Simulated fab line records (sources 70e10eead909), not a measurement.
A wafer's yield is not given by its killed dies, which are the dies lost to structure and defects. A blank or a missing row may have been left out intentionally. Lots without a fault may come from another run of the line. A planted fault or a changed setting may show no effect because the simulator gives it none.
Matching of chambers :: flow nand_harc :: rie_diel-09 running NHARC_P_BONDPAD_ACTIVATE_29: 4 sister chambers
The step chemistry N2, time 60 s. 39 wafers are shown with their chamber, then 12 later ones without.

== WAFERS PAIRED WITH THEIR CHAMBERS ==
wafer: L074.2
chamber: 1
showerhead_plenum_p_Torr (Torr): 1.73
drypump_motor_current_A (A): 5.0
oes_product_au (a.u.): 0.999

wafer: L074.3
chamber: 3
showerhead_plenum_p_Torr (Torr): 1.67
drypump_motor_current_A (A): 6.5
oes_product_au (a.u.): 0.996

wafer: L074.4
chamber: 0
showerhead_plenum_p_Torr (Torr): 1.71
drypump_motor_current_A (A): 5.7
oes_product_au (a.u.): 1.002

wafer: L075.1
chamber: 2
showerhead_plenum_p_Torr (Torr): 1.68
drypump_motor_current_A (A): 5.0
oes_product_au (a.u.): 1.004

wafer: L075.3
chamber: 0
showerhead_plenum_p_Torr (Torr): 1.71
drypump_motor_current_A (A): 5.7
oes_product_au (a.u.): 0.995

wafer: L075.4
chamber: 3
showerhead_plenum_p_Torr (Torr): 1.67
drypump_motor_current_A (A): 6.5
oes_product_au (a.u.): 0.990

wafer: L076.1
chamber: 1
showerhead_plenum_p_Torr (Torr): 1.73
drypump_motor_current_A (A): 5.1
oes_product_au (a.u.): 1.000

wafer: L076.3
chamber: 3
showerhead_plenum_p_Torr (Torr): 1.67
drypump_motor_current_A (A): 6.5
oes_product_au (a.u.): 0.994

wafer: L076.6
chamber: 3
showerhead_plenum_p_Torr (Torr): 1.67
drypump_motor_current_A (A): 6.5
oes_product_au (a.u.): 0.996

wafer: L078.2
chamber: 3
showerhead_plenum_p_Torr (Torr): 1.67
drypump_motor_current_A (A): 6.5
oes_product_au (a.u.): 0.991

wafer: L078.5
chamber: 3
showerhead_plenum_p_Torr (Torr): 1.67
drypump_motor_current_A (A): 6.4
oes_product_au (a.u.): 0.994

wafer: L078.6
chamber: 0
showerhead_plenum_p_Torr (Torr): 1.71
drypump_motor_current_A (A): 5.7
oes_product_au (a.u.): 0.981

wafer: L079.1
chamber: 2
showerhead_plenum_p_Torr (Torr): 1.68
drypump_motor_current_A (A): 5.1
oes_product_au (a.u.): 1.005

wafer: L079.4
chamber: 1
showerhead_plenum_p_Torr (Torr): 1.73
drypump_motor_current_A (A): 5.1
oes_product_au (a.u.): 0.999

wafer: L079.5
chamber: 3
showerhead_plenum_p_Torr (Torr): 1.67
drypump_motor_current_A (A): 6.5
oes_product_au (a.u.): 0.994

wafer: L080.2
chamber: 1
showerhead_plenum_p_Torr (Torr): 1.73
drypump_motor_current_A (A): 5.0
oes_product_au (a.u.): 1.013

wafer: L080.5
chamber: 0
showerhead_plenum_p_Torr (Torr): 1.71
drypump_motor_current_A (A): 5.7
oes_product_au (a.u.): 0.984

wafer: L080.6
chamber: 1
showerhead_plenum_p_Torr (Torr): 1.73
drypump_motor_current_A (A): 5.0
oes_product_au (a.u.): 1.004

wafer: L081.2
chamber: 2
showerhead_plenum_p_Torr (Torr): 1.68
drypump_motor_current_A (A): 5.1
oes_product_au (a.u.): 1.007

wafer: L081.5
chamber: 3
showerhead_plenum_p_Torr (Torr): 1.67
drypump_motor_current_A (A): 6.5
oes_product_au (a.u.): 1.008

wafer: L081.6
chamber: 0
showerhead_plenum_p_Torr (Torr): 1.71
drypump_motor_current_A (A): 5.7
oes_product_au (a.u.): 1.000

wafer: L082.1
chamber: 3
showerhead_plenum_p_Torr (Torr): 1.67
drypump_motor_current_A (A): 6.5
oes_product_au (a.u.): 0.995

wafer: L082.2
chamber: 1
showerhead_plenum_p_Torr (Torr): 1.73
drypump_motor_current_A (A): 5.1
oes_product_au (a.u.): 0.996

wafer: L082.6
chamber: 2
showerhead_plenum_p_Torr (Torr): 1.68
drypump_motor_current_A (A): 5.0
oes_product_au (a.u.): 1.013

wafer: L083.3
chamber: 0
showerhead_plenum_p_Torr (Torr): 1.71
drypump_motor_current_A (A): 5.7
oes_product_au (a.u.): 1.001

wafer: L083.4
chamber: 1
showerhead_plenum_p_Torr (Torr): 1.73
drypump_motor_current_A (A): 5.1
oes_product_au (a.u.): 1.001

wafer: L083.5
chamber: 0
showerhead_plenum_p_Torr (Torr): 1.71
drypump_motor_current_A (A): 5.7
oes_product_au (a.u.): 0.999

wafer: L084.1
chamber: 3
showerhead_plenum_p_Torr (Torr): 1.67
drypump_motor_current_A (A): 6.4
oes_product_au (a.u.): 0.988

wafer: L084.5
chamber: 2
showerhead_plenum_p_Torr (Torr): 1.68
drypump_motor_current_A (A): 5.1
oes_product_au (a.u.): 1.009

wafer: L084.6
chamber: 1
showerhead_plenum_p_Torr (Torr): 1.73
drypump_motor_current_A (A): 5.0
oes_product_au (a.u.): 1.000

wafer: L085.2
chamber: 3
showerhead_plenum_p_Torr (Torr): 1.67
drypump_motor_current_A (A): 6.5
oes_product_au (a.u.): 0.997

wafer: L085.3
chamber: 1
showerhead_plenum_p_Torr (Torr): 1.73
drypump_motor_current_A (A): 5.1
oes_product_au (a.u.): 0.999

wafer: L085.4
chamber: 2
showerhead_plenum_p_Torr (Torr): 1.68
drypump_motor_current_A (A): 5.1
oes_product_au (a.u.): 1.007

wafer: L086.3
chamber: 1
showerhead_plenum_p_Torr (Torr): 1.72
drypump_motor_current_A (A): 5.1
oes_product_au (a.u.): 1.013

wafer: L086.4
chamber: 0
showerhead_plenum_p_Torr (Torr): 1.71
drypump_motor_current_A (A): 5.7
oes_product_au (a.u.): 1.008

wafer: L086.6
chamber: 3
showerhead_plenum_p_Torr (Torr): 1.67
drypump_motor_current_A (A): 6.5
oes_product_au (a.u.): 1.004

wafer: L088.2
chamber: 3
showerhead_plenum_p_Torr (Torr): 1.67
drypump_motor_current_A (A): 6.5
oes_product_au (a.u.): 1.002

wafer: L088.5
chamber: 2
showerhead_plenum_p_Torr (Torr): 1.68
drypump_motor_current_A (A): 5.1
oes_product_au (a.u.): 0.989

wafer: L088.6
chamber: 1
showerhead_plenum_p_Torr (Torr): 1.72
drypump_motor_current_A (A): 5.0
oes_product_au (a.u.): 0.998

SIGNATURES (means of the wafers above)
reading: showerhead_plenum_p_Torr
chamber 0: 1.7100
chamber 1: 1.7282
chamber 2: 1.6800
chamber 3: 1.6700
scatter within a chamber: 0.00216

reading: drypump_motor_current_A
chamber 0: 5.700
chamber 1: 5.055
chamber 2: 5.071
chamber 3: 6.485
scatter within a chamber: 0.0409

reading: oes_product_au
chamber 0: 0.99625
chamber 1: 1.00200
chamber 2: 1.00486
chamber 3: 0.99608
scatter within a chamber: 0.00689
Rule: for a wafer and a chamber, the distance is found by dividing, reading by reading, the gap between the wafer's reading and the chamber's mean by the reading's scatter, squaring, summing and taking the root. The wafer belongs to the nearest chamber; if the next one is less than 2 further off, it can't be placed. How the scatter is found: for the shown wafers, subtract from each reading the mean of its chamber, square and add these, divide the total by (wafers less chambers), then take the root.

== WAFERS WITH NO CHAMBER GIVEN ==
wafer: L091.2
showerhead_plenum_p_Torr (Torr): 1.68
drypump_motor_current_A (A): 5.1
oes_product_au (a.u.): 1.002

wafer: L091.3
showerhead_plenum_p_Torr (Torr): 1.72
drypump_motor_current_A (A): 5.1
oes_product_au (a.u.): 1.002

wafer: L091.4
showerhead_plenum_p_Torr (Torr): 1.67
drypump_motor_current_A (A): 6.4
oes_product_au (a.u.): 0.999

wafer: L092.1
showerhead_plenum_p_Torr (Torr): 1.67
drypump_motor_current_A (A): 6.5
oes_product_au (a.u.): 1.002

wafer: L092.2
showerhead_plenum_p_Torr (Torr): 1.68
drypump_motor_current_A (A): 5.1
oes_product_au (a.u.): 1.004

wafer: L092.5
showerhead_plenum_p_Torr (Torr): 1.72
drypump_motor_current_A (A): 5.0
oes_product_au (a.u.): 1.004

wafer: L094.1
showerhead_plenum_p_Torr (Torr): 1.72
drypump_motor_current_A (A): 5.1
oes_product_au (a.u.): 1.009

wafer: L094.3
showerhead_plenum_p_Torr (Torr): 1.67
drypump_motor_current_A (A): 6.5
oes_product_au (a.u.): 0.998

wafer: L094.5
showerhead_plenum_p_Torr (Torr): 1.68
drypump_motor_current_A (A): 5.1
oes_product_au (a.u.): 0.991

wafer: L097.2
showerhead_plenum_p_Torr (Torr): 1.67
drypump_motor_current_A (A): 6.5
oes_product_au (a.u.): 0.992

wafer: L097.3
showerhead_plenum_p_Torr (Torr): 1.68
drypump_motor_current_A (A): 5.0
oes_product_au (a.u.): 1.008

wafer: L097.4
showerhead_plenum_p_Torr (Torr): 1.72
drypump_motor_current_A (A): 5.1
oes_product_au (a.u.): 1.001

== WHICH CHAMBER EACH ONE RAN IN ==
wafer: L091.2
from the rows above: 2
in truth: 2

wafer: L091.3
from the rows above: 1
in truth: 1

wafer: L091.4
from the rows above: 3
in truth: 3

wafer: L092.1
from the rows above: 3
in truth: 3

wafer: L092.2
from the rows above: 2
in truth: 2

wafer: L092.5
from the rows above: 1
in truth: 1

wafer: L094.1
from the rows above: 1
in truth: 1

wafer: L094.3
from the rows above: 3
in truth: 3

wafer: L094.5
from the rows above: 2
in truth: 2

wafer: L097.2
from the rows above: 3
in truth: 3

wafer: L097.3
from the rows above: 2
in truth: 2

wafer: L097.4
from the rows above: 1
in truth: 1
Correctly placed: 12 of 12. Can't be placed from these rows: 0. Placed wrongly: 0.
